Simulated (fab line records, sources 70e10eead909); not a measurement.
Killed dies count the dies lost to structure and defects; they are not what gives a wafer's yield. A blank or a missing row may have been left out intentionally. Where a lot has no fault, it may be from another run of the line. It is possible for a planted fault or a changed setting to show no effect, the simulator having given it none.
fab line records -- flow nand_harc
record lots=12, wafers=36, last_day=33
route steps=1302 shown A_SLIT@942 A_WL_FILL@953 END@1302
lots with no fault: from the same line, run without faults
start_h: hours from the record's opening day to when the first of the lot's shown wafers began -- wait_h: hours from the lot's prior step to this one -- " repeats the value in the row above -- L1.1+2: one row covering several wafers at once -- - value missing, or start not given -- * or withheld: withheld -- < > ~ a bound
route shown NAME@n: names a module that has steps shown in the file, with the first one's number in the route -- usual: average and standard deviation across the fault-free wafers -- same: alike in all rows -- chamber/n: place in a boat -- sites: readings site by site -- _std_site: how widely they spread, as a standard deviation -- _edge_site: inner sites' mean taken away from outer sites' mean -- radius_mm: how far each site lies from the wafer's centre -- mask NAME#n: copy n -- behind: the last tool/chamber to shape the wafer -- hold: why the lot went on hold/how many hours it stayed there/how the hold came to an end -- device: transistor that didn't switch, given as n, p or np -- end of line: the route-end tests of the same wafers -- where a step has no rows: the recipe by itself -- killed: not the wafer's yield, but the dies lost to structure and defects at the first sort -- map: per-die view of a wafer (x killed, . not killed, _ where there is no die)
set.NAME: setting as actually run; set.NAME@STEP: the setting as run at that earlier step -- model.NAME: the simulator's own value behind a step, which no gauge read
steps of the route over a sample of lots; a table a step, a row a wafer
services: when a tool's chamber went out of use (start_h, in hours from the record's first day, below 0 if earlier), for how many hours, and the reason
## steps
# step NHARC_A_SLIT_ETCH_29
# recipe target_depth_a=1000, overetch_a=100, time_s=55, ion_energy_ev=100, cf4_flow_sccm=80, o2_flow_sccm=20, ar_flow_sccm=0, rf_w=300, bias_w=100, chemistry=CF4/O2
# usual drypump_motor_current_A=5.7/0.4, oes_product_au=0.997/0.0081, rf_vpp_V=197.5/1.6, showerhead_plenum_p_Torr=1.32/0.071, throttle_valve_pct=13.397/0.0087
lot.wafer,tool,chamber,start_h,wait_h,drypump_motor_current_A,oes_product_au,rf_hours_counter_h,rf_vpp_V,showerhead_plenum_p_Torr,throttle_valve_pct
L181.3,rie_diel-03,1,472.00,0.1,6.4,0.994,0.1,197.7,1.28,13.401
L181.6,rie_diel-03,3,472.00,0.1,5.3,1.003,-,196.8,1.30,13.393
L181.5,rie_diel-03,0,472.00,0.1,6.3,0.999,-,196.8,1.26,13.400
L182.2,rie_diel-05,1,472.14,0.1,5.4,0.996,2.7,198.1,1.35,13.396
L182.3,rie_diel-05,3,472.14,0.1,6.0,0.984,3.7,197.5,1.24,13.404
L182.4,rie_diel-05,0,472.14,0.1,5.1,0.982,3.5,197.8,1.41,13.403
L186.4,rie_diel-05,2,527.70,0.1,5.8,0.995,7.5,199.8,1.41,13.398
L186.1,rie_diel-05,0,527.70,0.1,5.1,0.967,7.5,199.2,1.41,13.392
L186.5,rie_diel-05,3,527.70,0.1,6.0,0.982,-,195.3,1.24,13.394
L188.2,rie_diel-06,3,539.76,0.1,6.0,1.003,3.3,198.6,1.36,13.400
L188.6,rie_diel-06,2,539.76,0.1,5.1,1.009,-,197.0,1.25,13.404
L188.5,rie_diel-06,3,539.76,0.1,6.0,0.988,-,198.8,1.36,13.397
L196.1,rie_diel-06,1,618.70,0.1,5.7,0.994,6.8,199.1,1.42,13.386
L196.4,rie_diel-06,2,618.70,0.1,5.1,0.999,6.9,196.7,1.25,13.388
L196.6,rie_diel-06,1,618.70,0.1,5.8,0.998,-,199.5,1.42,13.391
L197.3,rie_diel-05,2,619.74,0.1,5.8,1.006,1.2,201.1,1.41,13.400
L197.2,rie_diel-05,1,619.74,0.1,5.4,1.000,1.7,198.6,1.34,13.397
L197.5,rie_diel-05,2,619.74,0.1,5.7,0.989,-,198.1,1.41,13.391
L198.3,rie_diel-05,1,640.74,0.1,5.4,1.001,2.6,198.3,1.34,13.395
L198.4,rie_diel-05,2,640.74,0.1,5.8,1.004,2.4,198.8,1.41,13.404
L198.5,rie_diel-05,1,640.74,0.1,5.4,1.001,-,198.7,1.34,13.391
L199.2,rie_diel-06,1,647.35,0.1,5.7,0.988,9.4,198.7,1.42,13.397
L199.3,rie_diel-06,2,647.35,0.1,5.1,0.982,8.9,196.3,1.25,13.385
L199.1,rie_diel-06,3,647.35,0.1,6.0,0.988,9.4,198.9,1.36,13.390
L201.3,rie_diel-06,2,673.06,0.1,5.1,1.006,0.0,196.5,1.25,13.408
L201.5,rie_diel-06,1,673.06,0.1,5.7,0.998,-,199.5,1.42,13.392
L201.6,rie_diel-06,2,673.06,0.1,5.1,1.001,-,195.7,1.25,13.390
L200.3,rie_diel-03,0,675.73,0.1,6.3,1.001,1.4,195.6,1.25,13.394
L200.2,rie_diel-03,1,675.73,0.1,6.4,1.009,1.5,195.8,1.28,13.385
L200.5,rie_diel-03,3,675.73,0.1,5.3,0.998,-,197.9,1.30,13.403
L203.3,rie_diel-05,1,691.56,0.1,5.4,0.999,4.9,197.6,1.34,13.403
L203.6,rie_diel-05,0,691.56,0.1,5.1,0.994,-,200.6,1.41,13.399
L203.5,rie_diel-05,1,691.56,0.1,5.4,0.994,-,198.4,1.34,13.404
L202.2,rie_diel-03,2,695.37,0.1,5.6,1.000,2.2,197.1,1.26,13.417
L202.3,rie_diel-03,3,695.37,0.1,5.3,1.008,2.3,195.5,1.30,13.413
L202.6,rie_diel-03,1,695.37,0.1,6.4,1.005,-,197.0,1.28,13.391
# step NHARC_A_WL_FILL_RTA_01
# recipe temp_c=1000, time_s=5
# usual anneal_temp_c_max=1006.0/2.4, lamp_power_pct=32.0/0.58, lamp_zone_6_pct=31.9/0.57, lamp_zone_7_pct=32.5/0.59, wafer_temp_C_max=1004.1/1.1
lot.wafer,tool,chamber,start_h,wait_h,anneal_temp_c_max,lamp_power_pct,lamp_zone_6_pct,lamp_zone_7_pct,wafer_temp_C_max
L182.2,rtp_anneal-02,0,479.48,-,1002.3,32.6,32.6,33.1,1003.7
L182.3,rtp_anneal-02,0,479.48,-,1001.9,32.6,32.6,33.1,1004.9
L182.4,rtp_anneal-02,0,479.48,-,1004.3,32.6,32.6,33.1,1005.8
L181.3,rtp_anneal-01,0,479.68,-,1008.1,31.4,31.4,32.0,1003.7
L181.5,rtp_anneal-01,0,479.68,-,1008.3,31.5,31.4,32.0,1002.7
L181.6,rtp_anneal-01,0,479.68,-,1007.3,31.5,31.4,32.0,1003.7
L186.1,rtp_anneal-02,0,535.14,-,1004.8,32.6,32.5,33.1,1004.7
L186.4,rtp_anneal-02,0,535.14,-,1004.5,32.6,32.5,33.1,1004.1
L186.5,rtp_anneal-02,0,535.14,-,1004.9,32.6,32.6,33.1,1004.0
L188.2,rtp_anneal-01,0,547.42,-,1007.7,31.5,31.4,31.9,1004.6
L188.5,rtp_anneal-01,0,547.42,-,1009.0,31.4,31.4,31.9,1003.2
L188.6,rtp_anneal-01,0,547.42,-,1007.7,31.5,31.3,31.9,1004.7
L197.2,rtp_anneal-01,0,626.88,-,1010.6,31.5,31.4,32.0,1004.3
L197.3,rtp_anneal-01,0,626.88,-,1006.5,31.4,31.3,32.0,1002.6
L197.5,rtp_anneal-01,0,626.88,-,1007.6,31.4,31.4,31.9,1003.3
L196.1,rtp_anneal-01,0,627.02,-,1006.9,31.5,31.5,32.0,1004.8
L196.4,rtp_anneal-01,0,627.02,-,1007.8,31.4,31.4,31.9,1003.2
L196.6,rtp_anneal-01,0,627.02,-,1008.0,31.4,31.4,32.0,1003.5
L198.3,rtp_anneal-01,0,648.31,-,1005.5,31.4,31.4,32.0,1002.7
L198.4,rtp_anneal-01,0,648.31,-,1009.9,31.5,31.4,32.0,1002.2
L198.5,rtp_anneal-01,0,648.31,-,1008.3,31.4,31.4,32.0,1003.8
L199.1,rtp_anneal-02,0,656.07,-,1004.6,32.6,32.5,33.2,1005.8
L199.2,rtp_anneal-02,0,656.07,-,1004.3,32.6,32.6,33.1,1004.6
L199.3,rtp_anneal-02,0,656.07,-,1004.3,32.6,32.6,33.1,1005.4
L201.3,rtp_anneal-02,0,680.54,-,1003.5,32.6,32.6,33.1,1003.6
L201.5,rtp_anneal-02,0,680.54,-,1005.0,32.6,32.6,33.2,1003.3
L201.6,rtp_anneal-02,0,680.54,-,1003.3,32.6,32.5,33.2,1004.3
L200.2,rtp_anneal-01,0,685.34,-,1005.7,31.4,31.4,31.9,1003.0
L200.3,rtp_anneal-01,0,685.34,-,1007.8,31.4,31.4,31.9,1003.4
L200.5,rtp_anneal-01,0,685.34,-,1007.4,31.4,31.4,31.9,1003.7
L203.3,rtp_anneal-02,0,699.17,-,1002.5,32.6,32.6,33.2,1006.3
L203.5,rtp_anneal-02,0,699.17,-,1003.9,32.6,32.5,33.1,1005.1
L203.6,rtp_anneal-02,0,699.17,-,1003.3,32.6,32.5,33.2,1005.5
L202.2,rtp_anneal-02,0,703.87,-,1004.2,32.6,32.5,33.1,1005.5
L202.3,rtp_anneal-02,0,703.87,-,1003.4,32.6,32.5,33.1,1004.9
L202.6,rtp_anneal-02,0,703.87,-,1004.8,32.7,32.5,33.2,1005.9
# step NHARC_A_WL_FILL_ETCHBACK_17
# recipe target_depth_a=40, time_s=26.7, chemistry=Cl2/BCl3
# usual chamber_pressure_mTorr=10.001/0.0088, drypump_motor_current_A=5.6/0.39, oes_product_au=0.999/0.0063
lot.wafer,tool,chamber,start_h,wait_h,chamber_pressure_mTorr,drypump_motor_current_A,oes_product_au,rf_hours_counter_h
L182.2,rie_metal-03,0,491.31,-,9.993,5.1,1.001,2.4
L182.3,rie_metal-03,0,491.31,-,10.012,5.1,1.005,-
L182.4,rie_metal-03,1,491.31,-,9.975,6.4,0.997,-
L181.3,rie_metal-01,0,491.33,-,10.007,5.6,1.002,-
L181.5,rie_metal-01,1,491.33,-,9.996,5.3,0.987,-
L181.6,rie_metal-01,0,491.33,-,10.001,5.6,0.999,-
L186.1,rie_metal-03,0,546.26,-,10.004,5.1,1.006,0.5
L186.4,rie_metal-03,0,546.26,-,10.014,5.1,1.003,-
L186.5,rie_metal-03,0,546.26,-,10.003,5.1,1.010,-
L188.2,rie_metal-01,1,559.01,-,9.997,5.3,0.997,2.2
L188.5,rie_metal-01,1,559.01,-,9.999,5.3,1.000,-
L188.6,rie_metal-01,0,559.01,-,9.991,5.6,1.015,-
L197.2,rie_metal-01,1,638.77,-,-,-,-,-
L197.3,rie_metal-01,1,638.77,-,-,-,-,-
L197.5,rie_metal-01,0,638.77,-,-,-,-,-
L196.1,rie_metal-03,1,638.86,-,-,-,-,-
L196.4,rie_metal-03,0,638.86,-,-,-,-,-
L196.6,rie_metal-03,0,638.86,-,-,-,-,-
L198.3,rie_metal-03,0,661.80,-,-,-,-,-
L198.4,rie_metal-03,1,661.80,-,-,-,-,-
L198.5,rie_metal-03,1,661.80,-,-,-,-,-
L199.2,rie_metal-02,0,668.18,-,10.017,5.5,0.994,0.4
L199.1,rie_metal-02,1,668.18,-,9.996,6.1,1.002,0.4
L199.3,rie_metal-02,1,668.18,-,9.994,6.1,1.000,-
L201.3,rie_metal-01,0,692.28,0.1,9.996,5.6,1.000,-
L201.5,rie_metal-01,0,692.28,0.1,10.009,5.6,0.996,-
L201.6,rie_metal-01,1,692.28,0.1,10.004,5.3,0.994,-
L200.2,rie_metal-02,1,697.00,-,10.017,6.1,0.993,0.7
L200.3,rie_metal-02,1,697.00,-,10.003,6.1,1.003,-
L200.5,rie_metal-02,1,697.00,-,9.990,6.1,0.999,-
L202.2,rie_metal-02,0,714.62,-,10.007,5.5,0.997,1.4
L202.3,rie_metal-02,0,714.62,-,10.001,5.5,1.001,-
L202.6,rie_metal-02,0,714.62,-,9.999,5.5,1.002,-
L203.3,rie_metal-01,1,714.71,-,10.010,5.3,0.988,-
L203.5,rie_metal-01,0,714.71,-,10.004,5.6,0.995,-
L203.6,rie_metal-01,1,714.71,-,9.998,5.3,1.007,-
# step NHARC_A_WL_FILL_INSPECT_15
# usual raw_defect_count=480/130
lot.wafer,tool,chamber,start_h,wait_h,raw_defect_count
L181.3,defect_inspect-02,-,497.63,0.0,469
L181.5,defect_inspect-02,-,497.63,0.0,419
L181.6,defect_inspect-02,-,497.63,0.0,326
L182.2,defect_inspect-01,-,497.69,0.0,375
L182.3,defect_inspect-01,-,497.69,0.0,430
L182.4,defect_inspect-01,-,497.69,0.0,411
L186.1,defect_inspect-01,-,553.03,0.0,717
L186.4,defect_inspect-01,-,553.03,0.0,722
L186.5,defect_inspect-01,-,553.03,0.0,654
L188.2,defect_inspect-02,-,565.23,0.0,335
L188.5,defect_inspect-02,-,565.23,0.0,252
L188.6,defect_inspect-02,-,565.23,0.0,286
L197.2,defect_inspect-02,-,645.02,0.0,339
L197.3,defect_inspect-02,-,645.02,0.0,504
L197.5,defect_inspect-02,-,645.02,0.0,445
L196.1,defect_inspect-01,-,645.15,0.0,457
L196.4,defect_inspect-01,-,645.15,0.0,573
L196.6,defect_inspect-01,-,645.15,0.0,588
L198.3,defect_inspect-02,-,668.04,0.0,574
L198.4,defect_inspect-02,-,668.04,0.0,588
L198.5,defect_inspect-02,-,668.04,0.0,965
L199.1,defect_inspect-02,-,674.58,0.0,423
L199.2,defect_inspect-02,-,674.58,0.0,571
L199.3,defect_inspect-02,-,674.58,0.0,523
L201.3,defect_inspect-01,-,698.55,0.0,458
L201.5,defect_inspect-01,-,698.55,0.0,500
L201.6,defect_inspect-01,-,698.55,0.0,372
L200.2,defect_inspect-01,-,703.33,0.0,520
L200.3,defect_inspect-01,-,703.33,0.0,326
L200.5,defect_inspect-01,-,703.33,0.0,377
L202.2,defect_inspect-01,-,720.94,0.0,333
L202.3,defect_inspect-01,-,720.94,0.0,379
L202.6,defect_inspect-01,-,720.94,0.0,409
L203.3,defect_inspect-02,-,720.95,0.0,466
L203.5,defect_inspect-02,-,720.95,0.0,543
L203.6,defect_inspect-02,-,720.95,0.0,418
# step NHARC_END_SORT_01
# recipe temp_c=25
# usual killed_at_array=52/20, killed_at_other=1.0/1.3, killed_at_periphery=3.7/2.2, killed_dies=57/20, killed_open=3.2/1.6, killed_short=2.4/1.6
# same gross_dies=677
lot.wafer,tool,chamber,start_h,wait_h,killed_at_array,killed_at_other,killed_at_periphery,killed_dies,killed_open,killed_short
L196.1,prober-02,0,719.48,2.5,672,0,5,677,3,1
L196.4,prober-02,0,721.88,3.4,673,0,4,677,3,5
L196.6,prober-02,0,723.48,4.0,670,1,6,677,3,2
L197.2,prober-01,0,727.73,2.8,670,1,6,677,3,1
L197.3,prober-01,0,728.51,3.1,667,0,10,677,5,4
L197.5,prober-01,0,730.08,3.6,669,0,8,677,2,3
L198.3,prober-02,0,748.90,3.0,674,1,2,677,4,2
L198.4,prober-02,0,749.69,3.3,673,1,3,677,2,0
L198.5,prober-02,0,750.48,3.6,670,2,5,677,5,0
# killed by level:class
L196.1 A_WL_FILL:area_etchback=627 A_CHANNEL_HOLE_D2:chamber_film_flake=25 A_CHANNEL_HOLE_D1:chamber_film_flake=8 P_STI:chamber_film_flake=2 P_M2:chamber_film_flake=2 A_CHANNEL_FILL_D1:chamber_film_flake=2 A_DECK1_JOINT:chamber_film_flake=2 A_CONTACT:chamber_film_flake=2
L196.4 A_WL_FILL:area_etchback=633 A_CHANNEL_HOLE_D2:chamber_film_flake=16 A_CHANNEL_HOLE_D1:chamber_film_flake=7 A_CONTACT:chamber_film_flake=4 A_M0:geometric_particle:short=2 P_STI:chamber_film_flake=2 A_CHANNEL_FILL_D1:chamber_film_flake=2 A_SLIT:chamber_film_flake=2
L196.6 A_WL_FILL:area_etchback=621 A_CHANNEL_HOLE_D2:chamber_film_flake=28 A_SLIT:chamber_film_flake=7 A_CHANNEL_HOLE_D1:chamber_film_flake=5 A_CONTACT:chamber_film_flake=4 P_M2:chamber_film_flake=2 A_DECK1_JOINT:chamber_film_flake=2 P_STI:geometric_particle:short=1
L197.2 A_WL_FILL:area_etchback=590 A_SLIT:chamber_film_flake=36 A_CHANNEL_HOLE_D1:chamber_film_flake=32 A_CHANNEL_FILL_D1:chamber_film_flake=3 A_STAIRCASE:chamber_film_flake=3 A_CONTACT:chamber_film_flake=3 P_STI:chamber_film_flake=2 P_CONTACT:chamber_film_flake=2
L197.3 A_WL_FILL:area_etchback=590 A_CHANNEL_HOLE_D1:chamber_film_flake=32 A_SLIT:chamber_film_flake=31 P_STI:chamber_film_flake=6 A_CONTACT:chamber_film_flake=5 A_CHANNEL_FILL_D2:geometric_particle:open=2 P_GATE:chamber_film_flake=2 P_CONTACT:geometric_particle:open=1
L197.5 A_WL_FILL:area_etchback=601 A_SLIT:chamber_film_flake=32 A_CHANNEL_HOLE_D1:chamber_film_flake=23 P_STI:chamber_film_flake=4 A_CONTACT:chamber_film_flake=4 A_CHANNEL_FILL_D1:chamber_film_flake=3 P_GATE:chamber_film_flake=2 P_M0:geometric_particle:short=1
L198.3 A_WL_FILL:area_etchback=615 A_CHANNEL_HOLE_D2:chamber_film_flake=29 A_CHANNEL_HOLE_D1:chamber_film_flake=6 A_SLIT:chamber_film_flake=6 A_CONTACT:chamber_film_flake=5 A_CHANNEL_FILL_D1:chamber_film_flake=4 A_ZERO_WELL:chamber_film_flake=2 A_M1:chamber_film_flake=2
L198.4 A_WL_FILL:area_etchback=620 A_CHANNEL_HOLE_D2:chamber_film_flake=21 A_CHANNEL_HOLE_D1:chamber_film_flake=10 A_SLIT:chamber_film_flake=4 A_CONTACT:chamber_film_flake=4 A_STAIRCASE:chamber_film_flake=3 A_M1:chamber_film_flake=3 P_ZERO_WELL:chamber_film_flake=2
L198.5 A_WL_FILL:area_etchback=606 A_CHANNEL_HOLE_D2:chamber_film_flake=27 A_CHANNEL_HOLE_D1:chamber_film_flake=8 A_CONTACT:chamber_film_flake=8 A_SLIT:chamber_film_flake=6 A_ZERO_WELL:chamber_film_flake=4 P_GATE:chamber_film_flake=3 A_CHANNEL_FILL_D1:chamber_film_flake=2
## services
tool,chamber,start_h,hours,kind
rie_diel-06,-,451.63,1.1,repair
rie_metal-02,-,454.03,9.0,pm
rie_diel-03,-,458.35,9.0,pm
rie_diel-06,-,484.26,9.0,pm
rie_diel-05,3,491.89,8.0,repair
rie_diel-03,3,505.65,8.8,repair
rie_metal-03,-,519.00,9.0,pm
rie_metal-01,1,525.53,9.0,repair
rie_metal-02,1,525.58,15.5,repair
rtp_anneal-02,-,546.89,1.3,repair
rie_diel-05,1,547.94,10.0,repair
rie_diel-03,3,556.88,8.2,repair
rie_diel-06,0,561.75,9.6,repair
rie_metal-01,-,575.00,9.0,pm
rie_diel-05,-,583.60,9.0,pm
rie_diel-06,0,607.72,5.1,repair
rie_metal-02,-,631.03,9.0,pm
rie_diel-03,-,635.35,9.0,pm
rie_diel-06,-,638.59,0.4,repair
rie_diel-03,0,649.67,2.8,repair
rie_diel-03,-,653.99,1.5,repair
rie_diel-06,-,661.26,9.0,pm
rie_diel-03,2,665.88,5.1,repair
rie_metal-03,-,696.00,9.0,pm
## key
first_sign step=NHARC_A_WL_FILL_ETCHBACK_17, reading=tool_record, direction=missing
effect step=NHARC_END_SORT_01, reading=killed_at_array, direction=up, sigmas=31, usual=52, struck=671
more_kills_born_at NHARC_A_WL_FILL_ETCHBACK_17@rie_metal-03=3722, NHARC_A_WL_FILL_ETCHBACK_17@rie_metal-01=1781
met_at NHARC_A_WL_FILL_ETCHBACK_17
struck_lots L196,L197,L198
later_rows_left_out L196.1,L196.4,L196.6,L197.2,L197.3,L197.5,L198.3,L198.4,L198.5
tester_left_out L196,L197,L198
not_acting_at NHARC_A_SLIT_ETCH_29,NHARC_A_WL_FILL_RTA_01,NHARC_A_WL_FILL_INSPECT_15
onset_between 559.01 638.77
fault kind=skipped_step_whole, tool=rie_metal-01,rie_metal-03, chamber=-, onset_h=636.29, steps=NHARC_A_WL_FILL_ETCHBACK_17, scope=struck_lots_only
# tester_left_out: of these lots the tester's yield and bins aren't shown, on N5 and GAA mostly nor the transistor test; their killed dies are dies lost to structure and defects alone, not to doping, threshold or leakage, so they don't give the yield
# later_rows_left_out: the simulator's readings of these wafers behind a module that went badly wrong aren't trusted and aren't shown, but for the sort
